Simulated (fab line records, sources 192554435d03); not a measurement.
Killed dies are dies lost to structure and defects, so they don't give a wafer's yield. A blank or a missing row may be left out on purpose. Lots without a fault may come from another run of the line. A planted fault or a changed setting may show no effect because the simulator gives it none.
fab line records | flow n5_finfet
record lots=10 wafers=28 last_day=21
route steps=1938 shown HKMG_FIN@444 BEOL_M4@1111
lots that met no fault: from a run of the same line without faults
start_h: hours from the record's first day to the start of the lot's first wafer shown | wait_h: hours since the lot's step before | " the same as in the row above | L1.1+2: a row that stands for several wafers | - no value, or no start given | * or withheld: withheld | < > ~ a bound
route shown NAME@n: a module of which the file shows steps, and the number in the route of the first | usual: mean/standard deviation of fault-free wafers | same: alike in all rows | chamber/n: place in a boat | sites: the reading at each site | _std_site: their standard deviation | _edge_site: outer sites' mean less inner sites' | radius_mm: how far each site lies from the wafer's centre | mask NAME#n: copy n | behind: the tool/chamber that last shaped the wafer | hold: why the lot was held/for how many hours/how that ended | device: the transistor (n, p or np) that didn't switch | end of line: the same wafers' tests at the end of the route | a step without rows: its recipe alone | killed: dies lost to structure and defects at the first sort, not the wafer's yield | map: a wafer's dies, x killed, . not, _ none there
set.NAME: the setting as run; set.NAME@STEP: as run at that earlier step | model.NAME: the simulator's own value behind a step, which no gauge read
steps of the route over a sample of lots; a table a step, a row a wafer
services: from which hour (start_h, from the record's first day; less than 0 if before it) a tool's chamber was out of use, for how many hours, and why
## steps
# step N5_HKMG_FIN_ETCH_86
# recipe chemistry=N2/H2 target=SOC target_depth_a=3932 stop_on=TiN ion_energy_ev=100 bias_w=61 pressure_mtorr=30 source_w=850 n2_flow_sccm=200 h2_flow_sccm=200
# usual chamber_pressure_mTorr=30.00/0.031 drypump_motor_current_A=5.9/0.4 oes_product_au=0.78/0.081 rf_vpp_V=241.2/1.2 showerhead_plenum_p_Torr=2.59/0.078 throttle_valve_pct=17.80/0.26
# columns lot.wafer tool chamber start_h wait_h chamber_pressure_mTorr drypump_motor_current_A oes_product_au rf_hours_counter_h rf_vpp_V showerhead_plenum_p_Torr throttle_valve_pct
L624.3 rie_diel-01 0 84.48 - 29.98 6.2 0.87 44 243.6 2.73 17.94
L624.4 " 3 " " 29.93 6.4 0.76 138 241.1 2.55 17.53
L624.5 " 3 " " 29.97 6.5 0.76 - 243.0 2.55 17.53
L626.2 rie_diel-01 1 85.94 - 29.97 5.9 0.70 202 241.4 2.51 18.07
L626.5 " 0 " " 30.13 6.2 0.85 - 242.3 2.73 17.93
L626.6 " 1 " " 30.07 5.9 0.69 - 240.4 2.51 18.05
L630.4 rie_diel-04 1 117.08 - 29.99 6.3 0.93 16 241.9 2.62 17.98
L630.5 " 1 " " 30.04 6.3 0.93 - 242.6 2.62 18.00
L632.1 rie_diel-01 2 127.34 - 29.93 5.5 0.75 154 240.0 2.55 17.66
L632.3 " 0 " " 29.98 6.2 0.85 54 243.3 2.73 17.95
L632.6 " 3 " " 29.98 6.4 0.75 - 239.4 2.54 17.53
L633.1 rie_diel-05 2 134.29 - 29.99 5.8 0.89 27 240.8 2.60 17.66
L633.2 " 3 " " 30.03 6.7 0.94 4 243.0 2.69 17.37
L633.5 " 0 " " 30.06 5.7 0.84 - 241.8 2.67 17.25
L634.1 rie_diel-01 1 143.89 - 29.95 5.9 0.68 217 240.6 2.50 18.09
L634.3 " 3 " " 29.98 6.4 0.75 154 239.4 2.54 17.53
L634.5 " 2 " " 29.99 5.6 0.74 - 239.3 2.55 17.67
L637.1 rie_diel-04 3 157.31 - 29.99 5.7 0.70 236 241.8 2.62 17.91
L637.2 " 1 " " 29.97 6.3 0.91 29 241.4 2.61 18.04
L637.6 " 0 " " 30.00 5.1 0.67 - 240.2 2.52 18.17
L639.1 rie_diel-04 3 167.49 - 29.99 5.7 0.69 240 241.0 2.61 17.93
L639.2 " 1 " " 30.02 6.3 0.91 33 240.5 2.61 18.05
L646.1 rie_diel-01 1 208.80 - 30.00 5.9 0.67 246 240.4 2.49 18.15
L646.5 " 0 " " 29.99 6.2 0.80 - 241.1 2.71 18.01
L646.6 " 1 " " 30.00 5.9 0.67 - 240.8 2.49 18.13
L647.2 rie_diel-01 0 219.23 - 30.01 6.2 0.81 91 241.4 2.71 18.00
L647.3 " 3 " " 30.06 6.5 0.72 184 240.0 2.53 17.60
L647.6 " 1 " " 30.07 5.9 0.66 - 239.9 2.49 18.14
# step N5_HKMG_FIN_ALD_71
# recipe material=TiN target_thk_a=10 temp_c=400 ald_precursor_family=TiCl4 ald_co_reactant=NH3 pulse_time_s=1 purge_time_s=3 co_reactant_purge_time_s=2 co_reactant_pulse_time_s=2 ald_cycles=47 pressure_torr=3
# usual ald_cycles=47/0 chamber_pressure_Torr=3.000/0.007 heater_power_w=878/94 precursor_pulse_height_rel=1.003/0.02
# columns lot.wafer tool chamber start_h wait_h ald_cycles chamber_pressure_Torr heater_power_w precursor_pulse_height_rel
L624.3 ald_metal-02 1 85.22 0.0 47 3.002 951 1.013
L624.4 " 0 " " 47 3.000 731 1.022
L624.5 " 0 " " 47 3.002 723 1.022
L626.2 ald_metal-01 0 86.68 0.0 47 3.001 789 0.998
L626.5 " 1 " " 47 2.996 1024 1.018
L626.6 " 2 " " 47 2.995 818 1.031
L630.4 ald_metal-02 1 117.82 0.0 47 2.997 998 1.014
L630.5 " 2 " " 47 3.009 847 0.963
L632.1 ald_metal-01 3 128.07 0.0 47 3.011 950 1.031
L632.3 " 2 " " 47 2.995 813 1.042
L632.6 " 2 " " 47 2.997 799 1.015
L633.1 ald_metal-01 2 135.03 0.0 47 3.009 793 1.001
L633.2 " 1 " " 47 3.001 1022 1.004
L633.5 " 3 " " 47 3.003 940 0.980
L634.1 ald_metal-02 0 144.62 0.0 47 3.002 719 0.978
L634.3 " 1 " " 47 2.990 952 0.974
L634.5 " 0 " " 47 2.984 735 0.952
L637.1 ald_metal-01 0 158.05 0.0 47 2.995 807 1.011
L637.2 " 2 " " 47 2.997 814 0.986
L637.6 " 3 " " 47 2.994 974 0.972
L639.1 ald_metal-02 0 168.22 0.0 47 2.989 737 1.012
L639.2 " 2 " " 47 3.002 852 0.995
L646.1 ald_metal-02 1 209.56 0.0 47 2.999 1006 1.000
L646.5 " 3 " " 47 3.005 928 0.995
L646.6 " 0 " " 47 2.994 720 1.020
L647.2 ald_metal-02 3 219.96 0.0 47 3.015 926 0.995
L647.3 " 2 " " 47 3.001 846 1.040
L647.6 " 0 " " 47 3.001 738 0.989
# step N5_HKMG_FIN_ALD_21
# recipe material=TiN target_thk_a=15 temp_c=400 ald_precursor_family=TiCl4 ald_co_reactant=NH3 pulse_time_s=1 purge_time_s=3 co_reactant_purge_time_s=2 co_reactant_pulse_time_s=2 ald_cycles=68 pressure_torr=3
# usual ald_cycles=68/0 chamber_pressure_Torr=3.000/0.0062 heater_power_w=877/88 precursor_pulse_height_rel=0.996/0.02
# columns lot.wafer tool chamber start_h wait_h ald_cycles chamber_pressure_Torr heater_power_w precursor_pulse_height_rel
L624.3 ald_metal-02 0 86.30 0.1 68 2.992 735 0.996
L624.4 " 1 " " 68 2.999 987 0.992
L624.5 " 3 " " 68 3.014 944 0.983
L626.2 ald_metal-02 2 87.76 0.3 68 2.993 888 0.983
L626.5 " 1 " " 68 3.002 955 0.946
L626.6 " 2 " " 68 3.006 833 0.974
L630.4 ald_metal-01 3 119.00 0.1 68 3.000 980 0.995
L630.5 " 2 " " 68 3.003 801 0.970
L632.1 ald_metal-01 2 129.16 0.3 68 3.001 790 0.966
L632.3 " 0 " " 68 3.007 795 1.036
L632.6 " 1 " " 68 3.009 1021 0.968
L633.1 ald_metal-03 1 136.11 0.3 68 3.002 785 0.984
L633.2 " 0 " " 68 3.001 950 0.962
L633.5 " 3 " " 68 3.003 952 0.997
L634.1 ald_metal-01 0 145.71 0.3 68 2.993 798 0.987
L634.3 " 1 " " 68 3.008 1023 0.983
L634.5 " 3 " " 68 2.994 965 1.017
L637.1 ald_metal-01 0 159.13 0.3 51 2.991 809 0.984
L637.2 " 3 " " 51 3.000 938 0.953
L637.6 " 2 " " 68 3.003 795 1.013
L639.1 ald_metal-01 0 169.67 0.3 51 2.995 800 0.995
L639.2 " 2 " " 51 2.998 803 0.990
L646.1 ald_metal-02 1 210.83 0.3 68 2.993 976 1.024
L646.5 " 0 " " 68 2.993 733 0.973
L646.6 " 3 " " 68 3.010 941 0.960
L647.2 ald_metal-03 3 221.08 0.3 68 2.998 980 0.978
L647.3 " 0 " " 68 2.991 948 0.988
L647.6 " 2 " " 68 2.998 816 1.006
# step N5_HKMG_FIN_CMP_23
# recipe stop_on=SiNx t_overpolish_s=10 post_cmp_clean=rinse_only down_force_psi=4 platen_rpm=50.289 pad_velocity_m_s=1.0006 target_thk_nm=46.326
# usual motor_current_A=11.6/1.4 platen_rpm=50.29/0.035 slurry_filter_dp_kPa=13.49/0.14
# columns lot.wafer tool chamber start_h wait_h motor_current_A platen_rpm slurry_filter_dp_kPa
L624.3 cmp-03 0 86.91 0.1 13.8 50.30 13.35
L624.4 " 2 " " 12.0 50.30 13.59
L624.5 " 3 " " 13.2 50.32 13.61
L626.2 cmp-02 3 88.42 0.2 11.7 50.28 13.32
L626.6 " 2 " " 9.7 50.26 13.72
L626.5 " 3 " " 11.9 50.26 13.56
L630.4 cmp-02 1 119.77 0.3 10.2 50.32 13.58
L630.5 " 2 " " 9.7 50.28 13.55
L632.1 cmp-03 2 129.69 0.0 11.8 50.30 13.41
L632.3 " 3 " " 12.8 50.30 13.52
L632.6 " 3 " " 13.5 50.27 13.62
L633.1 cmp-01 3 136.67 0.0 10.7 50.28 13.77
L633.2 " 1 " " 13.3 50.27 13.58
L633.5 " 3 " " 9.7 50.32 13.53
L634.3 cmp-02 3 146.24 0.0 10.9 50.21 13.60
L634.1 " 0 " " 10.7 50.30 13.29
L634.5 " 3 " " 12.0 50.22 13.55
L637.2 cmp-01 3 159.66 0.0 10.3 50.26 13.54
L637.1 " 0 " " 12.7 50.25 13.57
L637.6 " 0 " " 12.6 50.25 13.47
L639.2 cmp-02 1 170.20 0.0 10.2 50.27 13.34
L639.1 " 2 " " 9.7 50.23 13.39
L646.1 cmp-01 0 211.60 0.3 13.0 50.27 13.66
L646.5 " 1 " " 12.6 50.28 13.37
L646.6 " 2 " " 11.2 50.28 13.37
L647.3 cmp-01 2 221.61 0.0 11.3 50.26 13.45
L647.2 " 1 " " 13.7 50.27 13.58
L647.6 " 2 " " 11.3 50.27 13.33
# step N5_BEOL_M4_RC_MEAS_101
# usual DIBL_N=37.7/2 DIBL_P=37.7/2.3 IOFF_N=0.18/0.039 IOFF_P=0.23/0.042 ION_N=681/12 ION_P=463/8 SS_N=71.9/0.68 SS_P=73.6/0.71 VT_N=248/3.2 VT_P=-249/3.1
# columns lot.wafer tool chamber start_h wait_h DIBL_N[mV/V] DIBL_P[mV/V] IOFF_N[nA/um] IOFF_P[nA/um] ION_N[uA/um] ION_P[uA/um] SS_N[mV/dec] SS_P[mV/dec] VT_N[mV] VT_P[mV]
L626.2 prober-02 0 265.07 0.2 42.7 41.4 0.26 0.31 704 480 73.3 74.6 244 -245
L626.5 " 0 " " 36.7 34.8 0.13 0.18 672 465 71.3 72.9 254 -254
L626.6 " 0 " " 42.0 40.6 0.25 0.30 707 482 72.9 74.4 245 -247
L624.3 prober-01 0 271.29 0.3 36.6 36.6 0.17 0.24 669 464 72.1 72.7 249 -245
L624.4 " 0 " " 38.5 38.0 0.20 0.25 675 460 72.3 73.1 248 -243
L624.5 " 0 " " 40.1 42.1 0.26 0.36 688 471 72.8 73.9 243 -241
L630.4 prober-01 0 305.76 0.5 36.3 37.5 0.16 0.21 684 469 72.1 73.8 252 -249
L630.5 " 0 " " 39.2 41.1 0.23 0.26 700 471 72.5 75.4 245 -248
L632.1 prober-02 0 306.99 0.0 38.7 39.1 0.19 0.25 679 459 72.9 74.1 248 -251
L632.3 " 0 " " 36.7 36.1 0.15 0.18 680 458 72.5 73.9 250 -256
L632.6 " 0 " " 37.4 39.1 0.18 0.25 695 471 72.8 74.3 251 -250
L633.1 prober-01 0 309.95 0.0 37.6 36.9 0.16 0.23 664 460 72.0 74.0 250 -249
L633.2 " 0 " " 40.3 38.5 0.23 0.25 682 461 72.7 74.1 247 -245
L633.5 " 0 " " 38.8 38.6 0.18 0.24 670 455 71.5 73.5 251 -250
L634.1 prober-02 0 323.10 0.0 34.1 34.6 0.14 0.18 668 453 70.5 72.2 250 -252
L634.3 " 0 " " 36.3 37.9 0.19 0.24 697 472 72.3 73.2 247 -248
L634.5 " 0 " " 34.2 35.2 0.16 0.19 689 470 71.6 73.5 247 -249
L639.1 prober-01 0 344.88 0.0 40.9 40.7 0.22 0.30 692 477 72.4 74.6 244 -242
L639.2 " 0 " " 37.4 36.3 0.16 0.22 676 468 71.1 73.8 248 -250
L637.1 prober-01 0 353.43 0.0 34.6 35.0 0.14 0.19 668 461 70.6 73.0 249 -250
L637.2 " 0 " " 36.4 37.2 0.16 0.22 673 461 71.1 73.6 251 -251
L637.6 " 0 " " 39.1 40.1 0.21 0.27 685 458 72.7 73.4 247 -248
L646.1 prober-02 0 389.10 0.0 39.4 38.3 0.22 0.26 685 469 73.2 73.9 245 -247
L646.5 " 0 " " 36.0 34.0 0.17 0.19 680 459 71.6 72.8 249 -251
L646.6 " 0 " " 38.5 39.8 0.22 0.30 688 471 71.4 73.6 244 -246
L647.2 prober-02 0 402.43 0.2 36.5 36.5 0.16 0.26 662 460 71.5 73.6 250 -245
L647.3 " 0 " " 33.3 31.9 0.12 0.17 680 463 70.8 73.0 248 -251
L647.6 " 0 " " 36.9 37.3 0.19 0.26 686 475 72.2 74.0 248 -246
## services
# columns tool chamber start_h hours kind
ald_metal-02 1 66.81 6.3 repair
cmp-03 - 76.60 0.5 repair
cmp-01 - 85.10 4.0 pm
cmp-03 - 88.23 0.9 repair
cmp-01 - 91.56 4.1 pm
cmp-02 - 103.30 2.3 repair
rie_diel-01 - 109.73 14.6 pm
ald_metal-02 - 114.20 0.7 repair
cmp-02 - 120.99 10.9 pm
ald_metal-01 - 124.88 0.9 repair
cmp-02 - 131.94 9.5 pm
ald_metal-01 1 154.10 16.1 repair
cmp-02 - 156.03 8.3 repair
ald_metal-03 3 160.13 24.5 repair
rie_diel-01 3 166.05 3.5 repair
cmp-02 - 177.05 3.1 repair
cmp-03 - 185.93 5.7 pm
cmp-02 - 197.21 0.7 repair
rie_diel-04 1 200.64 69.6 repair
cmp-02 - 202.14 4.0 pm
rie_diel-04 3 203.83 8.1 repair
cmp-01 - 206.67 2.5 repair
ald_metal-03 - 207.08 6.0 pm
rie_diel-01 - 214.57 2.8 pm
## key
first_sign step=N5_HKMG_FIN_ALD_21 reading=ald_cycles direction=down sigmas=99+ usual=* struck=*
effect none on later readings
met_at N5_HKMG_FIN_ALD_21
struck_lots L637,L639
struck_wafers L637.1,L637.2,L639.1,L639.2
not_acting_at N5_HKMG_FIN_ETCH_86,N5_HKMG_FIN_ALD_71,N5_HKMG_FIN_CMP_23
onset_between 145.71 159.13
fault kind=process_parameter_drift tool=ald_metal-01 chamber=- onset_h=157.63 steps=N5_HKMG_FIN_ALD_21 channel=ald_cycles offset=* shape=step end_h=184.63 scope=struck_wafers_only acts_in=* stated=*
